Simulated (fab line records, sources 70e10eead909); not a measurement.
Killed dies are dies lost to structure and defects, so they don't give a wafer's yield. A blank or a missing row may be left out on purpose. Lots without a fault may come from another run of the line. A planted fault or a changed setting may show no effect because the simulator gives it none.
A struck lot beside a sound one | flow nand_harc | 12 steps out of a route of 1159
Sound: wafers L307.3, L307.4, L307.6. Struck: wafers L314.2, L314.3, L314.4. The cause comes at the end.
At each step with rows: each side's tool, then ch and its chambers, then its first start. Under that, the readings that differ: sound wafers | struck wafers | difference of the means | sigmas: that difference in standard deviations of wafers without a fault.
alike: readings whose means differ by less than 2 such deviations, and words and numbers that are the same on both sides. not compared: withheld readings, readings that some wafer has no value for, bounds like >300 that may hide the same value, and numbers for which the record gives no deviation and whose values overlap.
The two part at a step that has a row with sigmas, a row that says differs or no value, or rows on one side only. Numbers that don't overlap but have no deviation are shown without sigmas and don't part them. A reading that every wafer of one side lacks parts them only if that side has two wafers or more.

NHARC_A_ZERO_WELL_INSPECT_17:
  sound on defect_inspect-01, day 6 19:38; struck on defect_inspect-02, day 8 16:38
  alike: raw_defect_count
then, 3 steps without rows for these wafers: NHARC_A_SOURCE_PLATE_PRECLEAN_00 (cleans in HF-LAST, time 60 s); NHARC_A_SOURCE_PLATE_SRD_01; NHARC_A_SOURCE_PLATE_OXIDE_02 (material SiO2, target thk 10 nm, ox time 1362 s).
NHARC_A_SOURCE_PLATE_THK_MEAS_09: measures by ellipsometry.
  sound on film_metro-02, day 7 03:05; struck on film_metro-01, day 9 00:00
  alike: thk_nm
then, 3 steps without rows for these wafers: NHARC_A_SOURCE_PLATE_PVD_04 (deposits WSi2, target thk 50 nm); NHARC_A_SOURCE_PLATE_CVD_03 (deposits poly-Si, target thk 200 nm, time 4000 s); NHARC_A_SOURCE_PLATE_ANNEAL_05 (time 1800 s).
NHARC_A_SOURCE_PLATE_THK_MEAS_06: measures by ellipsometry.
  sound on film_metro-01, day 7 16:47; struck on film_metro-01, day 9 12:50
  alike: thk_nm
NHARC_A_SOURCE_PLATE_INSPECT_08:
  sound on defect_inspect-02, day 7 16:51; struck on defect_inspect-02, day 9 12:56
  alike: raw_defect_count
NHARC_A_ONON_D1_DEP_00: target thk 1000 nm.
  sound on pecvd_onon-04 ch 0, day 7 17:02; struck on pecvd_onon-03, day 9 13:03
  no value came back on the struck wafers for n2_flow_sccm (sccm), n2o_flow_sccm (sccm); on the sound wafers n2_flow_sccm (sccm) reads 2753 2771 2761
-- the record jumps here: 12 days lie between the struck wafers' starts before and after (it left off in module A_ONON_D1 and takes up again in module END, whose first step shown is number 1159 of the route) --
NHARC_END_SORT_01:
  the record has rows for the struck wafers here (prober-01 ch 0, day 21 06:56) and none for the sound ones

WHERE THEY PART
First at NHARC_A_ONON_D1_DEP_00; last, within this record, at NHARC_END_SORT_01.

WHY: what the simulator had put in
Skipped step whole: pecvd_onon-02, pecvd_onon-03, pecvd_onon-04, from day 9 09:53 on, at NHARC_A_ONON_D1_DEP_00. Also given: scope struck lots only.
